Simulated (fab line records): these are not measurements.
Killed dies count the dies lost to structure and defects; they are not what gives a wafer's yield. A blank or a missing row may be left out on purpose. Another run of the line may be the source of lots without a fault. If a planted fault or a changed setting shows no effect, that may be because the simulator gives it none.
Split-lot experiment + flow n5Finfet + 21 wafers read from 7 lots, route of 1938 steps

ON THE SPLIT
At N5_BEOL_M6_EXPOSE_25 (exposes mask V5, target cd 40 nm), the setting doseMj was moved away from the recipe's 45 on 8 of the 21 wafers read, by -3.5% to +5.6%. All remaining wafers had this setting at the recipe value.

FROM THE SPLIT TO THE READING: what the file shows between them, 8 steps
- N5_BEOL_M6_PEB_26: peb time 60 s
- N5_BEOL_M6_DEVELOP_27: develop time 30 s
- N5_BEOL_M6_DESCUM_33: chemistry O2, time 7 s
- N5_BEOL_M6_ETCH_72: etches underlayer in N2/H2, target depth 6.5 nm, time 5.2 s
- N5_BEOL_M6_ETCH_65: etches SiARC in CF4, target depth 15.6 nm, time 26 s
- N5_BEOL_M6_ETCH_66: etches SOC in N2/H2, target depth 80 nm, overetch 16 nm, time 120 s
- N5_BEOL_M6_STRIP_69: strips in N2/H2
- N5_BEOL_M6_STRIP_73: strips in N2/H2

THE READING
BEOL_M6.cdNm (the simulator's own value, which no gauge read), in nm, at N5_BEOL_M6_VIA_ETCH_34 (etches SiCOH lowk in C4F6/O2, target depth 126.3 nm, time 50.9 s). There is no usual value for it anywhere in the file. Here, 13 wafers ran the recipe; their average is 40.2 nm with a standard deviation of 0.18 nm.

| wafer  | tool, chamber at the split | doseMj as run | against the recipe | BEOL_M6.cdNm, nm | against lot-mates on the recipe |
|--------|----------------------------|---------------|--------------------|------------------|---------------------------------|
| L080.1 | euvScanner-01, 0           | 45            | recipe             | 39.8             | -                               |
| L080.4 | euvScanner-01, 0           | 43.88         | -2.5%              | 39.4             | -0.4                            |
| L080.5 | euvScanner-01, 0           | 43.88         | -2.5%              | 39.4             | -0.4                            |
| L083.3 | euvScanner-01, 0           | 45            | recipe             | 40.4             | -                               |
| L083.4 | euvScanner-01, 0           | 45            | recipe             | 40               | -                               |
| L083.6 | euvScanner-01, 0           | 45            | recipe             | 40.2             | -                               |
| L087.2 | euvScanner-02, 0           | 45            | recipe             | 40               | -                               |
| L087.3 | euvScanner-02, 0           | 45            | recipe             | 40.4             | -                               |
| L087.5 | euvScanner-02, 0           | 45            | recipe             | 40.2             | -                               |
| L091.2 | euvScanner-02, 0           | 45            | recipe             | 40.2             | -                               |
| L091.6 | euvScanner-02, 0           | 45            | recipe             | 40.2             | -                               |
| L091.5 | euvScanner-02, 0           | 45            | recipe             | 40               | -                               |
| L095.3 | euvScanner-02, 0           | 45            | recipe             | 40.2             | -                               |
| L095.4 | euvScanner-02, 0           | 43.44         | -3.5%              | 39.2             | -1.0                            |
| L095.5 | euvScanner-02, 0           | 43.44         | -3.5%              | 39.2             | -1.0                            |
| L096.1 | euvScanner-02, 0           | 43.83         | -2.6%              | 39               | no lot-mate on the recipe       |
| L096.3 | euvScanner-02, 0           | 43.83         | -2.6%              | 39               | no lot-mate on the recipe       |
| L096.6 | euvScanner-02, 0           | 43.83         | -2.6%              | 39.2             | no lot-mate on the recipe       |
| L097.4 | euvScanner-01, 0           | 47.53         | +5.6%              | 41.2             | +1.0                            |
| L097.5 | euvScanner-01, 0           | 45            | recipe             | 40.4             | -                               |
| L097.6 | euvScanner-01, 0           | 45            | recipe             | 40               | -                               |

THE FIT
A straight line over all 21 wafers: BEOL_M6.cdNm changes by +0.266 nm for each +1% of doseMj; r = +0.92; the points scatter about the line by 0.22 nm.
The same after taking each lot's own level away (the mean of its wafers on the recipe; 18 wafers): +0.211 nm for each +1%; r = +0.93; scatter 0.17 nm.
That fit puts the effect of the largest move of doseMj on the reading at 1.2 nm.
From 39.80 to 40.20 nm: that is the span of the lots' own levels, equal to 2.2 times the standard deviation above.
In other words, the slope is changed by the lot-to-lot level; the two fits disagree.
Check: +1.4 nm against its lot-mates is what the line predicts for one of the wafers moved furthest among these (+5.6%) when that wafer is left out of the fit. Against them it came out at +1 nm.

FURTHER SPLITS ON THESE WAFERS
Other splits were also applied to these wafers ahead of the reading. Each is held against what the fit with the lots' levels taken away leaves over:
| other split on the same wafers | wafers away from the commonest value | r with BEOL_M6.cdNm (lot level and that fit taken away) |
|--------------------------------|--------------------------------------|---------------------------------------------------------|
| N5_BEOL_M5_ETCH_41 sourceW     | 6                                    | -0.18                                                   |
| N5_BEOL_M6_COAT_22 spinRpm     | 4                                    | -0.04                                                   |

THE WHOLE CHAIN: every reading that the file lists as answering this split, in the file's order
| step                   | what it does                                                     | reading                                                       | change (the file's fit)               | r (the file's) |
|------------------------|------------------------------------------------------------------|---------------------------------------------------------------|---------------------------------------|----------------|
| N5_BEOL_M6_DESCUM_33   | chemistry O2, time 7 s                                           | BEOL_M6.cdNm (the simulator's own value, which no gauge read) | +0.246 nm for each +1% of the setting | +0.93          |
| N5_BEOL_M6_ETCH_72     | etches underlayer in N2/H2, target depth 6.5 nm, time 5.2 s      | BEOL_M6.cdNm (the simulator's own value, which no gauge read) | +0.234 nm for each +1% of the setting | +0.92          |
| N5_BEOL_M6_ETCH_65     | etches SiARC in CF4, target depth 15.6 nm, time 26 s             | BEOL_M6.cdNm (the simulator's own value, which no gauge read) | +0.223 nm for each +1% of the setting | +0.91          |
| N5_BEOL_M6_VIA_ETCH_34 | etches SiCOH lowk in C4F6/O2, target depth 126.3 nm, time 50.9 s | BEOL_M6.cdNm (the simulator's own value, which no gauge read) | +0.202 nm for each +1% of the setting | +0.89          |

THE FILE'S OWN FIT
BEOL_M6.cdNm changes by +0.202 nm for each +1% of doseMj, r = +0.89.
